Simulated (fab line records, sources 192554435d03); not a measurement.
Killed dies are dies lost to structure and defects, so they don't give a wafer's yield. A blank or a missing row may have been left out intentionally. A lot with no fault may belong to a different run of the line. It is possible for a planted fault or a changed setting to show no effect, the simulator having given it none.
Chamber matching	flow n5Finfet	3 sister chambers for N5_BEOL_M1_PRE_CLEAN_60 on cvdCo-01
The step time 15 s. 3 wafers are shown with their chamber, then 12 later ones without.

EACH WAFER AND ITS CHAMBER
wafer	chamber	heaterPowerW (W)
L087.6	1	72
L088.5	2	94
L088.6	0	99

WAFERS MISSING THEIR CHAMBER
wafer	heaterPowerW (W)
L090.3	92
L090.5	98
L090.6	92
L091.1	72
L091.2	99
L091.3	91
L094.1	91
L094.5	100
L094.6	72
L095.4	93
L095.5	73
L095.6	98

THE CHAMBER EACH PASSED THROUGH
wafer	from the rows above	in truth
L090.3	2	2
L090.5	can't be placed: 0 or 2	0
L090.6	2	2
L091.1	1	1
L091.2	0	0
L091.3	2	2
L094.1	2	2
L094.5	0	0
L094.6	1	1
L095.4	2	2
L095.5	1	1
L095.6	can't be placed: 0 or 2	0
Placed correctly: 10 of 12. Can't be placed from these rows: 2 (the true chamber is among the candidates in 2). Wrongly placed: 0.
How it was worked out, from the rows above alone: a wafer's distance from a chamber is the root of the sum, over the readings, of the square of ((its reading less the chamber's mean) divided by the reading's scatter). The wafer belongs to the nearest chamber; if the next one is less than 2 further off, it can't be placed. For every chamber, the mean is computed from those of its wafers that are shown. The scatter: root of mean squared gap, hidden wafer to nearest shown wafer, with one shown wafer a chamber.
